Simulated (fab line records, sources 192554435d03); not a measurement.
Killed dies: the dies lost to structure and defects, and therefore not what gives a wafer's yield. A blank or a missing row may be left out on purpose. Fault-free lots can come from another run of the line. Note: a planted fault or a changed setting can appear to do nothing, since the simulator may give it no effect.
A struck lot beside a sound one	flow n5-finfet	40 steps out of a route of 1938
Sound: wafers L334.3, L334.4, L334.6. The struck wafers were L321.1, L321.2, L321.3. The cause is named last.
For every step that has rows: the tool of each side, followed by ch and its chambers, followed by its first start. Under that, the readings that differ: sound wafers	struck wafers	difference of the means	sigmas: that difference in standard deviations of wafers without a fault.
alike: readings with means less than 2 such deviations apart, plus words and numbers identical on both sides. not compared: withheld readings, readings lacking a value on some wafer, bounds such as >300 that could conceal the same value, and numbers that have no deviation in the record and whose values overlap.
Wherever a step has rows on one side only, a row that says differs or no value, or a row with sigmas, the two part there. Numbers that have no deviation but don't overlap get no sigmas and don't part them. A reading missing from all wafers of one side parts the sides only when that side holds two or more wafers.

first, 10 steps without rows for these wafers: N5_PMOS_HMC_CHANNEL_EPI_PRECLEAN_37 (cleans in O3/DIW, time 45 s); N5_PMOS_HMC_CHANNEL_EPI_PRECLEAN_24 (cleans in DHF, time 30 s); N5_PMOS_HMC_CHANNEL_EPI_SRD_25 (time 30 s); N5_PMOS_HMC_CHANNEL_EPI_EPI_26 (deposits Si from SiH4/H2, target thk 3.8 nm, time 22.7 s); N5_FIN_SAQP_PRECLEAN_42 (cleans in O3/DIW, time 60 s); N5_FIN_SAQP_PRECLEAN_00 (cleans in SC1, time 60 s); N5_FIN_SAQP_PRECLEAN_44 (cleans in SC2, time 45 s); N5_FIN_SAQP_SRD_01 (time 30 s); N5_FIN_SAQP_ALD_61 (deposits SiO2, target thk 4 nm, pulse time 1 s, purge time 2 s); N5_FIN_SAQP_DENSIFY_62 (time 60 s).
N5_FIN_SAQP_HM_DEP_03: deposits SiNx from SiH4/NH3/N2, target thk 38 nm, time 33.6 s.
  sound on pecvd-02 ch 0,2, day 7 09:39; struck on pecvd-02 ch 0,1,2, day 4 04:07
reading	sound	struck	difference	sigmas
model.SiNx_of_FIN_SAQP_HM_DEP_03.thk-nm (nm)	37.74 38.6 38.46	18.97 18.7 19.08	-19.35	
  alike: heater-power-w, showerhead-plenum-p-Torr, throttle-valve-pct
N5_FIN_SAQP_THK_MEAS_05:
  struck on film-metro-01, day 4 04:12; sound on film-metro-01, day 7 09:44
reading	sound	struck	difference	sigmas
thk-nm (nm)	37.7 38.6 38.4	19.0 18.7 19.1	-19.3	-41
then, 24 steps without rows for these wafers: N5_FIN_SAQP_PECVD_47 (deposits a-Si from SiH4/He, target thk 45 nm, time 36.3 s); N5_FIN_SAQP_PECVD_48 (deposits SiNx from SiH4/NH3/N2, target thk 25 nm, time 22.1 s); N5_FIN_SAQP_PECVD_06 (deposits a-Si from SiH4/He, target thk 60 nm, time 48.1 s); N5_FIN_SAQP_HM_DEP_72 (deposits SiO2 from SiH4/N2O, target thk 12 nm, time 7.2 s); N5_FIN_SAQP_COAT_49 (time 60 s, resist thk 100 nm); N5_FIN_SAQP_COAT_50 (time 60 s, resist thk 35 nm); N5_FIN_SAQP_COAT_10 (resist thk 90 nm); N5_FIN_SAQP_EBR_12; N5_FIN_SAQP_SOFTBAKE_11 (time 60 s); N5_FIN_SAQP_EXPOSE_13 (exposes mask FIN CORE, target cd 35.6 nm); N5_FIN_SAQP_PEB_14 (peb time 60 s); N5_FIN_SAQP_DEVELOP_15 (develop time 30 s); N5_FIN_SAQP_DESCUM_21 (chemistry O2, time 7.9 s); N5_FIN_SAQP_ETCH_51 (etches SiARC in CF4, target depth 45.5 nm, time 75.8 s); N5_FIN_SAQP_ETCH_52 (etches SOC in N2/H2, target depth 100 nm, overetch 20 nm, time 150 s); N5_FIN_SAQP_STRIP_53 (strips in N2/H2); N5_FIN_SAQP_HM_OPEN_73 (chemistry CHF3/O2, target SiO2, stops on a-Si, target depth 12 nm, time 16.8 s); N5_FIN_SAQP_STRIP_74 (strips in CHF3/O2); N5_FIN_SAQP_MANDREL_ETCH_22 (etches a-Si in HBr/Cl2, stops on SiNx, target depth 60 nm, bt time 10 s, time 30 s); N5_FIN_SAQP_STRIP_55 (strips in N2/H2); N5_FIN_SAQP_STRIP_23 (strips in SPM, time 750 s); N5_FIN_SAQP_SRD_66 (time 30 s); N5_FIN_SAQP_RECESS_75 (chemistry HF/NH3, target SiO2, target depth 14.4 nm, afs cycles 3, sublimation time 60 s); N5_FIN_SAQP_SPACER1_ALD_24 (deposits SiO2, target thk 20.3 nm, pulse time 1 s, purge time 2 s).
N5_FIN_SAQP_HM_OPEN_33: chemistry CH3F/O2, target SiNx, target depth 49.4 nm, time 70.6 s.
  sound on rie-diel-01 ch 0,2, day 7 14:55; struck on rie-diel-06 ch 0,2,3, day 4 09:07
reading	sound	struck	difference	sigmas
etch-rf-on-time-s (s)	68.0 69.0 68.6	33.8 33.1 32.9	-35.3	-25
model.etch.depth-nm (nm)	37.08 37.89 37.82	18.27 18.07 18.28	-19.39	
model.FIN_SAQP.cd-nm (nm)	8.2 8 8.2	8.4 8.6 8.8	+0.5	
  alike: CH3F_flow_sccm, bias-w, drypump-motor-current-A, oes-product-au, rf-vpp-V, showerhead-plenum-p-Torr, throttle-valve-pct
  not compared: rf-hours-counter-h
N5_FIN_SAQP_FIN_ETCH_36: etches the open film in HBr/Cl2/O2, target depth 120 nm, time 50.4 s.
  sound on rie-si-03 ch 0,1,2, day 7 15:13; struck on rie-si-04 ch 1,2,3, day 4 09:24
reading	sound	struck	difference	sigmas
model.FIN_SAQP.cd-nm (nm)	8 7.8 8.2	8.4 8.8 8.6	+0.6	
  alike: bias-w, drypump-motor-current-A, oes-product-au, throttle-valve-pct
  not compared: rf-hours-counter-h
N5_STI_FIN_REVEAL_RECESS_09: chemistry HF/NH3, target SiO2, afs cycles 11, target depth 42.5 nm, sublimation time 60 s.
  sound on vapor-etch-02 ch 0,1, day 7 23:16; struck on vapor-etch-02 ch 0,1, day 4 17:12
reading	sound	struck	difference	sigmas
model.SiNx_of_FIN_SAQP_HM_DEP_03.thk-nm (nm)	18.2 18 18.6	0 0 0	-18	
  alike: drypump-motor-current-A
-- the record jumps here: 6 days lie between the struck wafers' starts before and after (it left off in module STI_FIN_REVEAL and takes up again in module BEOL_M4, whose first step shown is number 1111 of the route) --
N5_BEOL_M4_RC_MEAS_101:
  sound on prober-02 ch 0, day 14 08:02; struck on prober-01 ch 0, day 11 02:23
reading	sound	struck	difference	sigmas
DIBL_N (mV/V)	35.2 35.7 36.8	40.3 39.0 41.8	+4.5	+2
DIBL_P (mV/V)	35.6 35.4 38.2	41.3 41.0 43.6	+5.6	+2
IOFF_N (nA/um)	0.13 0.13 0.16	0.27 0.25 0.32	+0.14	+4
IOFF_P (nA/um)	0.19 0.19 0.23	0.28 0.30 0.33	+0.10	+3
ION_N (uA/um)	652 677 671	713 714 706	+44	+3
SS_N (mV/dec)	70.8 71.1 71.4	72.4 71.5 74.1	+1.6	+3
VT_N (mV)	253 252 250	241 239 239	-12	-3
  alike: ION_P, SS_P, VT_P

## WHERE THEY PART
First at N5_FIN_SAQP_THK_MEAS_05; last, within this record, at N5_BEOL_M4_RC_MEAS_101.

WHY: whatever the simulator had introduced
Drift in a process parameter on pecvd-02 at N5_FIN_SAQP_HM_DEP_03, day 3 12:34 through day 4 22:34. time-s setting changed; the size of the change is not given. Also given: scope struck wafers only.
